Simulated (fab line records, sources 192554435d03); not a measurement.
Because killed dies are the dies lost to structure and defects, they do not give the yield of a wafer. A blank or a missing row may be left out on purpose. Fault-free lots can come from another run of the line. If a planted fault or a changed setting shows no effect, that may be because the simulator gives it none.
The same fault as seen by 3 desks | flow n5_finfet | what lay behind the numbers comes last; until then each desk has only its own

== AT THE METROLOGY DESK ==
Lot by lot, what the gauges showed, no matter which tool ran the lot: averages of those sampled wafers that carry a number. A lot is out of limits, marked OUT, if its mean lies more than 4 standard deviations from the usual mean; the brackets give that distance.
Columns: A = cd_nm at N5_MIM_BOT_LITHO_CD_MEAS_08, usual 2999.6 nm; B = MIM_BOT_OVL at N5_MIM_BOT_LITHO_OVL_MEAS_11, usual -1 nm
lot  | first seen here | A      | B
L437 | day 12 11:26    | 3000.5 | -6
L439 | day 13 07:13    | 3000.6 | -1
L450 | day 16 12:43    | 3000.2 | 1
L452 | day 17 01:16    | 3001.3 | -7
L453 | day 17 04:44    | 2998.6 | 1
L454 | day 17 17:22    | 2996.9 | 0
This desk found nothing out of limits on any of the 6 lots.

== TOOL OWNER'S DESK, rie_metal-03 ==
The tool's own readings at N5_MIM_BOT_ETCH_ETCH_03 (etches the open film in Cl2/BCl3, target depth 12 nm): means of the sampled wafers that have a number, for each lot that ran on this tool. A lot is out of limits, marked OUT, if its mean lies more than 4 standard deviations from the usual mean; the brackets give that distance.
Columns: A = drypump_motor_current_A at N5_MIM_BOT_ETCH_ETCH_03, usual 6.0 A; B = oes_product_au at N5_MIM_BOT_ETCH_ETCH_03, usual 0.79 a.u.; C = rf_fwd_power_W at N5_MIM_BOT_ETCH_ETCH_03, usual 794.8 W; D = throttle_valve_pct at N5_MIM_BOT_ETCH_ETCH_03, usual 27.45 %
lot  | first seen here | A   | B    | C                        | D
L437 | day 12 11:43    | 6.2 | 0.86 | 795.1                    | 27.33
L439 | day 13 07:29    | 6.3 | 0.83 | 793.7                    | 27.36
L450 | day 16 12:59    | 6.2 | 1.09 | 1276.7 (+99 or more) OUT | 27.35
L452 | day 17 01:32    | 6.1 | 1.07 | 1275.3 (+99 or more) OUT | 27.36
This desk finds L450, L452 out of limits, L450 being first, at day 16 12:59 (rf_fwd_power_W at N5_MIM_BOT_ETCH_ETCH_03). L437, L439: within limits.

== THE DEFECT DESK ==
For each lot, the counts of the inspections along the route, averaged over the sampled wafers that have a number. A lot is out of limits, marked OUT, if its mean lies more than 4 standard deviations from the usual mean; the brackets give that distance.
Columns: A = raw_defect_count at N5_MIM_BOT_LITHO_INSPECT_12, usual 2.0
lot  | first seen here | A
L437 | day 12 11:29    | 2.0
L439 | day 13 07:16    | 1.7
L450 | day 16 12:46    | 1.7
L452 | day 17 01:19    | 3.0
L453 | day 17 04:47    | 3.7
L454 | day 17 17:26    | 1.0
This desk found nothing out of limits on any of the 6 lots.

== ALL TOGETHER ==
An alarm could have come from the tool owner's desk at day 16 12:59, on L450, L452.
Metrology desk: nothing out of limits seen.
Nothing out of limits was seen by the defect desk.
The metrology desk holds a record of L450, L452, inside its limits.
The defect desk has L450, L452 on record, within its limits.
N5_MIM_BOT_ETCH_ETCH_03 was run on rie_metal-03 by each of the lots named.

== WHAT THE SIMULATOR PUT IN ==
Drift in process parameters on rie_metal-03 at N5_MIM_BOT_ETCH_ETCH_03, starting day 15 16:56. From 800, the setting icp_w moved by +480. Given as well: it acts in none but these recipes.
Lots struck among those shown: L450, L452.
How many hours passed from the start of the fault until each desk's first out-of-limits reading: the tool owner's desk, 20.
